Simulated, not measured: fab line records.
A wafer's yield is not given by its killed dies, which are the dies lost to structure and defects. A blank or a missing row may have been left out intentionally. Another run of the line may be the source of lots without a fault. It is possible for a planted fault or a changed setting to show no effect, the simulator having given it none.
Struck lot and sound lot, side by side / flow n5-finfet / 25 out of 1938 route steps
Sound: these wafers, L614.2, L614.5, L614.6. Struck: wafers L598.3, L598.5, L598.6. Last of all comes the cause.
Per side, at each step with rows, come the tool, then ch with its chambers, and then its first start. Under that, the readings that differ: sound wafers / struck wafers / difference of the means / sigmas: that difference in standard deviations of wafers without a fault.
alike: same words and numbers on both sides, and readings whose means sit less than 2 such deviations apart. not compared: any withheld reading, any reading some wafer has no value for, any bound like >300 that may hide the same value, and any number with overlapping values for which the record gives no deviation.
The two part at a step that has a row with sigmas, a row that says differs or no value, or rows on one side only. When numbers do not overlap yet have no deviation, they are printed without sigmas and do not part them. A reading that every wafer of one side lacks parts them only if that side has two wafers or more.

first, 9 steps without rows for these wafers: N5_BEOL_M13_EBR_06; N5_BEOL_M13_SOFTBAKE_05 (time 60 s); N5_BEOL_M13_EXPOSE_07 (exposes mask V12); N5_BEOL_M13_PEB_08 (peb time 90 s); N5_BEOL_M13_DEVELOP_09 (develop time 45 s); N5_BEOL_M13_HARDBAKE_14 (time 120 s); N5_BEOL_M13_DESCUM_15 (chemistry O2, time 7.9 s); N5_BEOL_M13_ETCH_59 (etches BARC in N2/H2, target depth 89 nm, overetch 26.7 nm, time 67.9 s); N5_BEOL_M13_VIA_ETCH_16 (etches SiOC in C4F8/O2/Ar, target depth 921.7 nm).
N5_BEOL_M13_STRIP_63: strips in N2/H2.
  sound on plasma-asher-01 ch 0,1, day 17 06:24; struck on plasma-asher-01 ch 0,1, day 12 14:11
  alike: drypump-motor-current-A, heater-power-w, n2-flow-sccm, oes-product-au, strip-time-to-endpoint-s
  not compared: rf-hours-counter-h
then, 12 steps without rows for these wafers: N5_BEOL_M13_STRIP_64 (strips in N2/H2); N5_BEOL_M13_STRIP_71 (strips in post etch residue remover, time 60 s); N5_BEOL_M13_SRD_72 (time 30 s, dry time 30 s); N5_BEOL_M13_COAT_65 (time 60 s, resist thk 350 nm); N5_BEOL_M13_COAT_66 (time 60 s, resist thk 110 nm); N5_BEOL_M13_COAT_22 (resist thk 300 nm); N5_BEOL_M13_EBR_24; N5_BEOL_M13_SOFTBAKE_23 (time 60 s); N5_BEOL_M13_EXPOSE_25 (exposes mask M13, target cd 210 nm); N5_BEOL_M13_PEB_26 (peb time 90 s); N5_BEOL_M13_DEVELOP_27 (develop time 45 s); N5_BEOL_M13_HARDBAKE_32 (time 120 s).
N5_BEOL_M13_INSPECT_30: inspects for defects (macro).
  sound on defect-inspect-02 at day 17 06:59; struck on defect-inspect-02 at day 12 14:52
reading=raw-defect-count; sound=1 2 3; struck=>300 >300 >300; difference=differs; sigmas=
then, 1 step without rows for these wafers: N5_BEOL_M13_DESCUM_33 (chemistry O2, time 7.9 s).
N5_PASSIVATION_PROBE_49:
  sound on prober-01 at day 18 19:25; struck on prober-01 at day 13 22:05
reading=defect-limited-yield (%); sound=91.9 94.6 93.3; struck=83.2 81.9 84.7; difference=-10.0; sigmas=-7
reading=killed_at_M4_up; sound=14 6 10; struck=123 141 99; difference=+111; sigmas=+21
reading=killed-dies; sound=95 64 79; struck=198 214 180; difference=+118; sigmas=+7
reading=sort_bin_5_function (%); sound=5.4 3.4 4.1; struck=10.9 11.0 8.1; difference=+5.7; sigmas=+6
reading=sort_bin_6_memory (%); sound=2.5 1.9 2.5; struck=4.0 4.8 4.4; difference=+2.1; sigmas=+3
reading=sort-n-pass; sound=1085 1116 1101; struck=982 966 1000; difference=-118; sigmas=-7
reading=sort-yield-pct (%); sound=91.9 94.6 93.3; struck=83.2 81.9 84.7; difference=-10.0; sigmas=-7
  alike: killed_at_M0_to_M3, killed-at-contacts, killed-at-front-end, killed-at-other, killed-open, killed-short, sort_bin_8_speed

WHERE THEY PART
Last at N5_PASSIVATION_PROBE_49 as far as this record goes, first at N5_BEOL_M13_INSPECT_30.

WHY: the cause the simulator had injected
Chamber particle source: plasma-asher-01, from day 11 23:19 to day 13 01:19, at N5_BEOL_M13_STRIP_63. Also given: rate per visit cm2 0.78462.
